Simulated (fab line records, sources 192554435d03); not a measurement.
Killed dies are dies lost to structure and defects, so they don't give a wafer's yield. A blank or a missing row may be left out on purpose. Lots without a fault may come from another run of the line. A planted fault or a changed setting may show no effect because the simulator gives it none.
Split-lot experiment | flow n5_finfet | 7 lots, 21 wafers read, on a route of 1938 steps

THE SPLIT
At N5_BEOL_M8_VIA_ETCH_34 (etches SiCOH lowk in C4F6/O2, target depth 125.5 nm, time 50.5 s), the setting source_w was moved away from the recipe's 345 W on 6 of the 21 wafers read, by -17.7% to +8.0%. The other wafers ran this setting at the recipe's value.

The reading is taken at the split's own step.

THE READING
rf_vpp_V, in V, at N5_BEOL_M8_VIA_ETCH_34 (etches SiCOH lowk in C4F6/O2, target depth 125.5 nm, time 50.5 s). Fault-free wafers of this fab line usually give 665 V, standard deviation 6 V.

wafer  | tool, chamber at the split | source_w as run, W | against the recipe | rf_vpp_V, V | against lot-mates on the recipe
L075.2 | rie_diel-02, 1             | 345                | recipe             | 661         | -
L075.3 | rie_diel-02, 2             | 345                | recipe             | 677         | -
L075.4 | rie_diel-02, 0             | 345                | recipe             | 660         | -
L078.1 | rie_diel-06, 1             | 345                | recipe             | 672         | -
L078.3 | rie_diel-06, 0             | 314.1              | -9.0%              | 703         | +31
L078.6 | rie_diel-06, 3             | 314.1              | -9.0%              | 698         | +26
L077.1 | rie_diel-02, 1             | 345                | recipe             | 663         | -
L077.3 | rie_diel-02, 0             | 329.1              | -4.6%              | 675         | +12
L077.4 | rie_diel-02, 3             | 329.1              | -4.6%              | 677         | +14
L084.2 | rie_diel-05, 1             | 345                | recipe             | 669         | -
L084.4 | rie_diel-05, 3             | 345                | recipe             | 654         | -
L084.6 | rie_diel-05, 1             | 345                | recipe             | 668         | -
L087.1 | rie_diel-02, 2             | 345                | recipe             | 676         | -
L087.5 | rie_diel-02, 0             | 345                | recipe             | 659         | -
L087.6 | rie_diel-02, 3             | 345                | recipe             | 659         | -
L088.2 | rie_diel-05, 0             | 284                | -17.7%             | 731         | +73
L088.3 | rie_diel-05, 3             | 345                | recipe             | 655         | -
L088.6 | rie_diel-05, 2             | 345                | recipe             | 661         | -
L091.1 | rie_diel-06, 3             | 345                | recipe             | 665         | -
L091.4 | rie_diel-06, 2             | 345                | recipe             | 661         | -
L091.6 | rie_diel-06, 1             | 372.5              | +8.0%              | 645         | -18

THE FIT
A straight line over all 21 wafers: rf_vpp_V changes by -3.59 V for each +1% of source_w; r = -0.94; the points scatter about the line by 6.8 V.
The same after taking each lot's own level away (the mean of its wafers on the recipe; 21 wafers): -3.54 V for each +1%; r = -0.94; scatter 6.5 V.
On that fit, the largest move of source_w shifts the reading by 63 V.
The lots' own levels span 658.0 to 672.0 V, that is 2.3 times the standard deviation above.
So the lot-to-lot level changes the slope little: the two slopes agree.
Check: with one of the wafers moved furthest among these (-17.7%) left out of the fit, the line predicts +51.2 V for it against its lot-mates. It came out at +73 V against them.
Tool readings at the split's step, against how far the setting was moved: rf_vpp_V r = -0.94.

OTHER SPLITS ON THESE WAFERS
These wafers also went through other splits before the reading. Each is held against what the fit with the lots' levels taken away leaves over:
other split on the same wafers | wafers away from the commonest value | r with rf_vpp_V (lot level and that fit taken away)
N5_BEOL_M7_COAT_22 spin_rpm    | 9                                    | +0.46
N5_BEOL_M8_ETCH_65 source_w    | 4                                    | +0.26

THE FILE'S OWN FIT
rf_vpp_V changes by -3.68 V for each +1% of source_w, r = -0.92.
